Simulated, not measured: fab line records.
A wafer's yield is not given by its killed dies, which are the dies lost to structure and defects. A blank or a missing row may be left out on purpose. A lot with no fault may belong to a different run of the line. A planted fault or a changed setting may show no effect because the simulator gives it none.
Struck lot and sound lot, side by side | flow nandHarc | 14 out of 1302 route steps
Sound: the wafers L127.1, L127.2, L127.6. Struck: wafer L139.1 (L139.3, L139.4, from the same lot, were not struck and are left out); the cause is given at the end.
At each step with rows: each side's tool, then ch and its chambers, then its first start. Under that, the readings that differ: sound wafers | struck wafers | difference of the means | sigmas: that difference in standard deviations of wafers without a fault.
alike: readings whose means differ by less than 2 such deviations, and words and numbers that are the same on both sides. not compared: withheld readings, readings that some wafer has no value for, bounds like >300 that may hide the same value, and numbers for which the record gives no deviation and whose values overlap.
The two part at a step that has a row with sigmas, a row that says differs or no value, or rows on one side only. Numbers that don't overlap but have no deviation are shown without sigmas and don't part them. Lack of a reading on every wafer of one side parts them only where that side has two or more wafers.

first, 4 steps without rows for these wafers: NHARC_P_M2_EBR_05; NHARC_P_M2_EXPOSE_06 (exposes mask P M2, target cd 170 nm); NHARC_P_M2_PEB_07 (peb time 65 s); NHARC_P_M2_DEVELOP_08 (develop time 35 s).
NHARC_P_M2_CD_MEAS_09: the cd target is 170 nm.
  sound on cdSem-01 ch 0, day 8 14:31; struck on cdSem-03 ch 0, day 13 13:47
  alike: cdNm
NHARC_P_M2_OVL_MEAS_10: pitch 340 nm.
  sound on overlay-02 at day 8 14:36; struck on overlay-02 at day 13 13:52
reading         | sound          | struck | difference | sigmas
overlayXNm (nm) | -1.5 -1.3 -1.6 | 1.3    | +2.8       | +3
  alike: overlayYNm
NHARC_P_M2_INSPECT_11:
  sound on defectInspect-01 at day 8 14:38; struck on defectInspect-02 at day 13 13:55
  alike: rawDefectCount
NHARC_P_M2_DESCUM_14: chemistry O2, time 3 s.
  sound on rieDiel-09 ch 1,3, day 8 14:42; struck on rieDiel-02 ch 3, day 13 13:59
reading             | sound             | struck | difference | sigmas
oesProductAu (a.u.) | 1.014 0.993 1.012 | 0.986  | -0.020     | -2
  alike: drypumpMotorCurrentA, rfVppV, showerheadPlenumPTorr, throttleValvePct
  not compared: rfHoursCounterH
NHARC_P_M2_ETCH_35: etches the open film in N2/H2, target depth 40 nm, overetch 12 nm, time 43.94 s.
  sound on rieDiel-09 ch 1,2, day 8 14:47; struck on rieDiel-02 ch 1, day 13 14:04
  alike: drypumpMotorCurrentA, h2FlowSccm, oesProductAu, rfVppV, runLengthS, showerheadPlenumPTorr, throttleValvePct
  not compared: rfHoursCounterH
NHARC_P_M2_ETCH_15: etches the open film in C4F8/Ar, target depth 182.5 nm, time 91.2 s.
  sound on rieDiel-09 ch 0,2,3; struck on rieDiel-02 ch 2
  alike: oesProductAu, rfVppV, runLengthS
  not compared: rfHoursCounterH
NHARC_P_M2_CD_MEAS_16:
  sound on cdSem-01 at day 8 15:01; struck on cdSem-02 at day 13 14:17
  alike: cdNm
NHARC_P_M2_STRIP_18: strips in N2/H2.
  sound on rieDiel-02 ch 2,3, day 8 15:07; struck on rieDiel-02 ch 3, day 13 14:21
reading              | sound                | struck | difference | sigmas
throttleValvePct (%) | 14.170 14.171 14.185 | 14.155 | -0.020     | -2
  alike: drypumpMotorCurrentA, h2FlowSccm, oesProductAu, powerW, rfVppV, showerheadPlenumPTorr
  not compared: rfHoursCounterH
NHARC_P_M2_ETCH_28: etches the open film in CF4/N2, target depth 30 nm, time 72.99 s.
  sound on rieDiel-02 ch 1,3, day 8 15:20; struck on rieDiel-02 ch 0, day 13 14:35
reading        | sound          | struck | difference | sigmas
runLengthS (s) | 94.0 94.6 94.0 | 73.4   | -20.8      | -41
  alike: drypumpMotorCurrentA, oesProductAu, rfVppV, showerheadPlenumPTorr, throttleValvePct
  not compared: rfHoursCounterH
then, 1 step without rows for these wafers: NHARC_P_M2_STRIP_19 (strips in post etch residue remover, time 600 s).

WHERE THEY PART
At NHARC_P_M2_OVL_MEAS_10 first; at NHARC_P_M2_ETCH_28 last (within this record only).

WHY: whatever the simulator had introduced
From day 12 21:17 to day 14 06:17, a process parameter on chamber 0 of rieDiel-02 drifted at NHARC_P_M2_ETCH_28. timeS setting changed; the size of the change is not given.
